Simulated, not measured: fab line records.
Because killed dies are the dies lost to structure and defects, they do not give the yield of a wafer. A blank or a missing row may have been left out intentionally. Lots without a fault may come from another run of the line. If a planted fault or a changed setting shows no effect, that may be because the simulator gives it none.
Tool commonality check | flow n5Finfet | Lots sampled 7, wafers sampled 20

== WHY THIS WAS OPENED ==
On 1 of the 7 lots, a flag is raised at N5_BEOL_M9_OCD_MEAS_38 on the reading trenchDepthNm. No-fault wafers: 150.1 nm, standard deviation 2.5.
Rule: a lot is flagged when every wafer of it that has a number lies more than 4 standard deviations from that mean, or none has a number. The rest of the lots are taken to be sound.

lot  | measured     | on     | trenchDepthNm (nm), wafer by wafer | flag
L415 | day 11 00:34 | ocd-01 | 148.9 149.0 149.3                  | 
L417 | day 11 03:28 | ocd-01 | 150.2 150.1 150.6                  | 
L416 | day 11 10:46 | ocd-01 | 154.1 150.6 151.6                  | 
L427 | day 13 12:19 | ocd-01 | 119.9 121.6                        | FLAGGED
L432 | day 14 21:20 | ocd-02 | 156.6 154.8 155.7                  | 
L434 | day 15 20:58 | ocd-02 | 147.8 149.6 150.0                  | 
L435 | day 15 22:13 | ocd-01 | 153.8 148.5 150.2                  | 
Average over the flagged lots: 120.8 nm; offset from the usual -29.3 nm, equal to -12 standard deviations.

== LOT BY LOT: THE TOOL USED ==
The record holds 2 process steps before the reading, out of a route of 1938 steps. Read each cell as the tool, then ch plus the chambers that the sampled wafers visited, then the start.
lot  | flag    | N5_BEOL_M9_STRIP_36               | N5_BEOL_M9_TRENCH_ETCH_37
L415 |         | rieDiel-02 ch 0,3, day 11 00:21   | rieDiel-02 ch 0,3, day 11 00:23
L417 |         | rieDiel-03 ch 1,2,3, day 11 03:14 | rieDiel-03 ch 1,2,3, day 11 03:17
L416 |         | rieDiel-02 ch 2,3, day 11 10:34   | rieDiel-02 ch 2,3, day 11 10:36
L427 | FLAGGED | rieDiel-02 ch 0,1, day 13 12:06   | rieDiel-02 ch 0,1, day 13 12:08
L432 |         | rieDiel-01 ch 2,3, day 14 21:07   | rieDiel-01 ch 2,3, day 14 21:09
L434 |         | rieDiel-03 ch 2,3, day 15 20:46   | rieDiel-03 ch 2,3, day 15 20:48
L435 |         | rieDiel-01 ch 0,1,2, day 15 21:59 | rieDiel-01 ch 0,1,2, day 15 22:01
What these steps do:
- N5_BEOL_M9_STRIP_36: strips in N2/H2.
- N5_BEOL_M9_TRENCH_ETCH_37: etches SiCOH lowk in C4F6/O2, target depth 151.43 nm, time 49 s.
- N5_BEOL_M9_OCD_MEAS_38

== FLAGGED OVER TOTAL, TOOL BY TOOL (the gauges that took the reading come last) ==
step                      | tool       | lots run | flagged | share of the flagged lots | sound lots run after its first flagged lot
N5_BEOL_M9_STRIP_36       | rieDiel-01 | 2        | 0       | none                      | -
N5_BEOL_M9_STRIP_36       | rieDiel-02 | 3        | 1       | all                       | 0
N5_BEOL_M9_STRIP_36       | rieDiel-03 | 2        | 0       | none                      | -
N5_BEOL_M9_TRENCH_ETCH_37 | rieDiel-01 | 2        | 0       | none                      | -
N5_BEOL_M9_TRENCH_ETCH_37 | rieDiel-02 | 3        | 1       | all                       | 0
N5_BEOL_M9_TRENCH_ETCH_37 | rieDiel-03 | 2        | 0       | none                      | -
N5_BEOL_M9_OCD_MEAS_38    | ocd-01     | 5        | 1       | all                       | 1 (L435)
N5_BEOL_M9_OCD_MEAS_38    | ocd-02     | 2        | 0       | none                      | -

== WHAT IS ALLOWED BY THE TABLE ==
rieDiel-02 at N5_BEOL_M9_STRIP_36, rieDiel-02 at N5_BEOL_M9_TRENCH_ETCH_37 and ocd-01 at N5_BEOL_M9_OCD_MEAS_38: these 3 rows of the table ran every flagged lot.
- rieDiel-02 at N5_BEOL_M9_STRIP_36: 1 of its 3 lots flagged. It ran its last sound lot, L416, at day 11 10:34 and its first flagged lot, L427, at day 13 12:06: a fault with its onset between the two fits.
- rieDiel-02 at N5_BEOL_M9_TRENCH_ETCH_37: 1 of its 3 lots flagged. It ran its last sound lot, L416, at day 11 10:36 and its first flagged lot, L427, at day 13 12:08: a fault with its onset between the two fits.
- ocd-01 at N5_BEOL_M9_OCD_MEAS_38: 1 of its 5 lots flagged. Sound lots followed the first flagged one (L435) on it, something a lasting fault affecting the whole tool could not allow.
What remains is a single tool, rieDiel-02 at N5_BEOL_M9_STRIP_36 and N5_BEOL_M9_TRENCH_ETCH_37.

== WHAT WAS PUT IN BY THE SIMULATOR ==
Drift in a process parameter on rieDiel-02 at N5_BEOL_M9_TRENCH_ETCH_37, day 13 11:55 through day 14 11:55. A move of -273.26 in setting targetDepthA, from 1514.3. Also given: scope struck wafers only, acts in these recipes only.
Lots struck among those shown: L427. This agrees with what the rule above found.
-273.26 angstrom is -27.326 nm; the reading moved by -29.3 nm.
